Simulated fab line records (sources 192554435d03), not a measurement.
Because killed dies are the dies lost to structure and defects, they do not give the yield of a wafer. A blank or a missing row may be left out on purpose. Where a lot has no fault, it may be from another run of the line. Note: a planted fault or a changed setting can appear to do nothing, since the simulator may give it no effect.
The tool behind it: which one? || flow n5Finfet || 13 lots with 37 wafers sampled at 4 steps, on a route of 1938 steps

## WHAT THE GAUGES READ, wafer by wafer
Not one reading of a measure or inspect step in the record can be checked against a usual standard deviation.

## EACH LOT AND THE TOOL THAT RAN IT (in order: tool; ch and the chambers of the sampled wafers; start)
{"lot": "L452", "N5_BEOL_M15_DEGAS_41": "pvdSputter-02, day 11 19:31", "N5_BEOL_M15_ANNEAL_48": "rtpAnneal-02 ch 0, day 11 20:12", "N5_BEOL_M15_DEP_53": "pecvd-04 ch 1,2, day 11 20:48", "N5_MIM_TOP_ALD_01": "aldHk-02 ch 0,1,2, day 11 23:00"}
{"lot": "L454", "N5_BEOL_M15_DEGAS_41": "pvdSputter-01, day 12 14:26", "N5_BEOL_M15_ANNEAL_48": "rtpAnneal-02 ch 0, day 12 15:02", "N5_BEOL_M15_DEP_53": "pecvd-04 ch 1,2, day 12 15:42", "N5_MIM_TOP_ALD_01": "aldHk-03 ch 2,3, day 12 18:00"}
{"lot": "L455", "N5_BEOL_M15_DEGAS_41": "pvdSputter-01, day 12 18:14", "N5_BEOL_M15_ANNEAL_48": "rtpAnneal-01 ch 0, day 12 18:50", "N5_BEOL_M15_DEP_53": "pecvd-02 ch 0,2, day 12 19:29", "N5_MIM_TOP_ALD_01": "aldHk-01 ch 0,2,3, day 12 21:00"}
{"lot": "L456", "N5_BEOL_M15_DEGAS_41": "pvdSputter-01, day 13 01:10", "N5_BEOL_M15_ANNEAL_48": "rtpAnneal-02 ch 0, day 13 01:46", "N5_BEOL_M15_DEP_53": "pecvd-02 ch 0,1,2, day 13 02:25", "N5_MIM_TOP_ALD_01": "aldHk-02 ch 0,1,3, day 13 04:00"}
{"lot": "L457", "N5_BEOL_M15_DEGAS_41": "pvdSputter-01, day 13 03:37", "N5_BEOL_M15_ANNEAL_48": "rtpAnneal-02 ch 0, day 13 04:15", "N5_BEOL_M15_DEP_53": "pecvd-01 ch 1,2, day 13 04:53", "N5_MIM_TOP_ALD_01": "aldHk-02 ch 1,2, day 13 07:00"}
{"lot": "L459", "N5_BEOL_M15_DEGAS_41": "pvdSputter-01, day 13 12:13", "N5_BEOL_M15_ANNEAL_48": "rtpAnneal-02 ch 0, day 13 12:55", "N5_BEOL_M15_DEP_53": "pecvd-01 ch 0,1, day 13 13:28", "N5_MIM_TOP_ALD_01": "aldHk-01 ch 0,1, day 13 16:00"}
{"lot": "L460", "N5_BEOL_M15_DEGAS_41": "pvdSputter-01, day 13 19:17", "N5_BEOL_M15_ANNEAL_48": "rtpAnneal-02 ch 0, day 13 19:59", "N5_BEOL_M15_DEP_53": "pecvd-04 ch 0,1, day 13 20:35", "N5_MIM_TOP_ALD_01": "aldHk-02 ch 0,2,3, day 13 23:00"}
{"lot": "L462", "N5_BEOL_M15_DEGAS_41": "pvdSputter-02, day 14 05:20", "N5_BEOL_M15_ANNEAL_48": "rtpAnneal-01 ch 0, day 14 05:59", "N5_BEOL_M15_DEP_53": "pecvd-01 ch 1,2, day 14 06:41", "N5_MIM_TOP_ALD_01": "aldHk-01 ch 2,3, day 14 09:00"}
{"lot": "L461", "N5_BEOL_M15_DEGAS_41": "pvdSputter-02, day 14 06:14", "N5_BEOL_M15_ANNEAL_48": "rtpAnneal-01 ch 0, day 14 06:53", "N5_BEOL_M15_DEP_53": "pecvd-04 ch 1,2, day 14 07:29", "N5_MIM_TOP_ALD_01": "aldHk-02 ch 0,1,2, day 14 09:00"}
{"lot": "L463", "N5_BEOL_M15_DEGAS_41": "pvdSputter-02, day 14 15:19", "N5_BEOL_M15_ANNEAL_48": "rtpAnneal-02 ch 0, day 14 16:08", "N5_BEOL_M15_DEP_53": "pecvd-04 ch 1,2, day 14 16:41", "N5_MIM_TOP_ALD_01": "aldHk-02 ch 1,3, day 14 18:00"}
{"lot": "L469", "N5_BEOL_M15_DEGAS_41": "pvdSputter-03, day 16 00:58", "N5_BEOL_M15_ANNEAL_48": "rtpAnneal-01 ch 0, day 16 01:41", "N5_BEOL_M15_DEP_53": "pecvd-01 ch 1,2, day 16 02:18", "N5_MIM_TOP_ALD_01": "aldHk-01 ch 1,2, day 16 04:00"}
{"lot": "L467", "N5_BEOL_M15_DEGAS_41": "pvdSputter-02, day 16 04:07", "N5_BEOL_M15_ANNEAL_48": "rtpAnneal-02 ch 0, day 16 04:47", "N5_BEOL_M15_DEP_53": "pecvd-01 ch 0,1, day 16 05:27", "N5_MIM_TOP_ALD_01": "aldHk-01 ch 1,2,3, day 16 09:00"}
{"lot": "L473", "N5_BEOL_M15_DEGAS_41": "pvdSputter-02, day 17 06:28", "N5_BEOL_M15_ANNEAL_48": "rtpAnneal-02 ch 0, day 17 07:09", "N5_BEOL_M15_DEP_53": "pecvd-01 ch 1,2, day 17 07:49", "N5_MIM_TOP_ALD_01": "aldHk-03 ch 0,2, day 17 09:00"}
- N5_BEOL_M15_DEGAS_41: time 60 s.
- N5_BEOL_M15_ANNEAL_48: time 90 s.
- N5_BEOL_M15_DEP_53: deposits SiCN from 3MS/NH3, target thk 50 nm, time 17.8 s.
- N5_MIM_TOP_ALD_01: deposits HfO2, target thk 5.6 nm, pulse time 1 s, purge time 3 s.

## WHAT THE TOOLS THEMSELVES READ (means of the sampled wafers that have a number; where no wafer has one, the mark that the record gives instead)
N5_BEOL_M15_DEGAS_41. Usual: heaterPowerW reads 443 W (standard deviation 27).
{"lot": "L452", "tool": "pvdSputter-02", "heaterPowerW (W)": 440, "flag": ""}
{"lot": "L454", "tool": "pvdSputter-01", "heaterPowerW (W)": 435, "flag": ""}
{"lot": "L455", "tool": "pvdSputter-01", "heaterPowerW (W)": 445, "flag": ""}
{"lot": "L456", "tool": "pvdSputter-01", "heaterPowerW (W)": 447, "flag": ""}
{"lot": "L457", "tool": "pvdSputter-01", "heaterPowerW (W)": 438, "flag": ""}
{"lot": "L459", "tool": "pvdSputter-01", "heaterPowerW (W)": 440, "flag": ""}
{"lot": "L460", "tool": "pvdSputter-01", "heaterPowerW (W)": 455, "flag": ""}
{"lot": "L462", "tool": "pvdSputter-02", "heaterPowerW (W)": 424, "flag": ""}
{"lot": "L461", "tool": "pvdSputter-02", "heaterPowerW (W)": 429, "flag": ""}
{"lot": "L463", "tool": "pvdSputter-02", "heaterPowerW (W)": 444, "flag": ""}
{"lot": "L469", "tool": "pvdSputter-03", "heaterPowerW (W)": 453, "flag": ""}
{"lot": "L467", "tool": "pvdSputter-02", "heaterPowerW (W)": 421, "flag": ""}
{"lot": "L473", "tool": "pvdSputter-02", "heaterPowerW (W)": 409, "flag": ""}

N5_BEOL_M15_ANNEAL_48. Usual: wafer_temp_C_max reads 226.0 (standard deviation 0.46).
{"lot": "L452", "tool": "rtpAnneal-02", "wafer_temp_C_max": 225.6, "flag": ""}
{"lot": "L454", "tool": "rtpAnneal-02", "wafer_temp_C_max": 225.7, "flag": ""}
{"lot": "L455", "tool": "rtpAnneal-01", "wafer_temp_C_max": 226.8, "flag": ""}
{"lot": "L456", "tool": "rtpAnneal-02", "wafer_temp_C_max": 225.9, "flag": ""}
{"lot": "L457", "tool": "rtpAnneal-02", "wafer_temp_C_max": 225.7, "flag": ""}
{"lot": "L459", "tool": "rtpAnneal-02", "wafer_temp_C_max": 225.8, "flag": ""}
{"lot": "L460", "tool": "rtpAnneal-02", "wafer_temp_C_max": 225.8, "flag": ""}
{"lot": "L462", "tool": "rtpAnneal-01", "wafer_temp_C_max": 226.4, "flag": ""}
{"lot": "L461", "tool": "rtpAnneal-01", "wafer_temp_C_max": 226.5, "flag": ""}
{"lot": "L463", "tool": "rtpAnneal-02", "wafer_temp_C_max": 225.9, "flag": ""}
{"lot": "L469", "tool": "rtpAnneal-01", "wafer_temp_C_max": 226.2, "flag": ""}
{"lot": "L467", "tool": "rtpAnneal-02", "wafer_temp_C_max": 225.8, "flag": ""}
{"lot": "L473", "tool": "rtpAnneal-02", "wafer_temp_C_max": 225.6, "flag": ""}

N5_BEOL_M15_DEP_53. Usual: showerheadPlenumPTorr 4.151 Torr, standard deviation 0.014; throttleValvePct 18.1 %, standard deviation 1.6.
{"lot": "L452", "tool": "pecvd-04", "showerheadPlenumPTorr (Torr)": 4.159, "throttleValvePct (%)": 17.9, "flag": ""}
{"lot": "L454", "tool": "pecvd-04", "showerheadPlenumPTorr (Torr)": 4.158, "throttleValvePct (%)": 18.5, "flag": ""}
{"lot": "L455", "tool": "pecvd-02", "showerheadPlenumPTorr (Torr)": 4.140, "throttleValvePct (%)": 17.6, "flag": ""}
{"lot": "L456", "tool": "pecvd-02", "showerheadPlenumPTorr (Torr)": 4.148, "throttleValvePct (%)": 18.0, "flag": ""}
{"lot": "L457", "tool": "pecvd-01", "showerheadPlenumPTorr (Torr)": 4.162, "throttleValvePct (%)": 17.4, "flag": ""}
{"lot": "L459", "tool": "pecvd-01", "showerheadPlenumPTorr (Torr)": 4.137, "throttleValvePct (%)": 18.6, "flag": ""}
{"lot": "L460", "tool": "pecvd-04", "showerheadPlenumPTorr (Torr)": 4.139, "throttleValvePct (%)": 18.8, "flag": ""}
{"lot": "L462", "tool": "pecvd-01", "showerheadPlenumPTorr (Torr)": 4.150, "throttleValvePct (%)": 19.2, "flag": ""}
{"lot": "L461", "tool": "pecvd-04", "showerheadPlenumPTorr (Torr)": 4.155, "throttleValvePct (%)": 18.4, "flag": ""}
{"lot": "L463", "tool": "pecvd-04", "showerheadPlenumPTorr (Torr)": 4.154, "throttleValvePct (%)": 18.2, "flag": ""}
{"lot": "L469", "tool": "pecvd-01", "showerheadPlenumPTorr (Torr)": 4.152, "throttleValvePct (%)": 19.0, "flag": ""}
{"lot": "L467", "tool": "pecvd-01", "showerheadPlenumPTorr (Torr)": 4.137, "throttleValvePct (%)": 19.3, "flag": ""}
{"lot": "L473", "tool": "pecvd-01", "showerheadPlenumPTorr (Torr)": 4.159, "throttleValvePct (%)": 17.6, "flag": ""}

N5_MIM_TOP_ALD_01. Usual: precursorPulseHeightRel reads 1.000 (standard deviation 0.018).
{"lot": "L452", "tool": "aldHk-02", "precursorPulseHeightRel": 1.021, "flag": ""}
{"lot": "L454", "tool": "aldHk-03", "precursorPulseHeightRel": 1.005, "flag": ""}
{"lot": "L455", "tool": "aldHk-01", "precursorPulseHeightRel": 0.997, "flag": ""}
{"lot": "L456", "tool": "aldHk-02", "precursorPulseHeightRel": 1.015, "flag": ""}
{"lot": "L457", "tool": "aldHk-02", "precursorPulseHeightRel": 0.996, "flag": ""}
{"lot": "L459", "tool": "aldHk-01", "precursorPulseHeightRel": 0.988, "flag": ""}
{"lot": "L460", "tool": "aldHk-02", "precursorPulseHeightRel": 1.007, "flag": ""}
{"lot": "L462", "tool": "aldHk-01", "precursorPulseHeightRel": 1.000, "flag": ""}
{"lot": "L461", "tool": "aldHk-02", "precursorPulseHeightRel": 1.002, "flag": ""}
{"lot": "L463", "tool": "aldHk-02", "precursorPulseHeightRel": 0.996, "flag": ""}
{"lot": "L469", "tool": "aldHk-01", "precursorPulseHeightRel": 1.019, "flag": ""}
{"lot": "L467", "tool": "aldHk-01", "precursorPulseHeightRel": 1.014, "flag": ""}
{"lot": "L473", "tool": "aldHk-03", "precursorPulseHeightRel": 0.977, "flag": ""}

## THE ANSWER, worked out from the rows above alone
Rule: lot off if the mean of its wafers having a number is beyond 3 standard deviations from the usual mean. A lot without any number at a reading at which 4 lots or more have one is off too. Where the step has rows for the other lots, those lots are counted as sound. First the gauges in route order, then the tools' own readings, where a lot's mean is used as printed above. The first step at which some lot is off is used, and at that step the reading that is off furthest; a lot without a number counts as furthest.
No lot is off on any of the readings shown, so nothing can be concluded from this.

## WHAT THE SIMULATOR PUT IN
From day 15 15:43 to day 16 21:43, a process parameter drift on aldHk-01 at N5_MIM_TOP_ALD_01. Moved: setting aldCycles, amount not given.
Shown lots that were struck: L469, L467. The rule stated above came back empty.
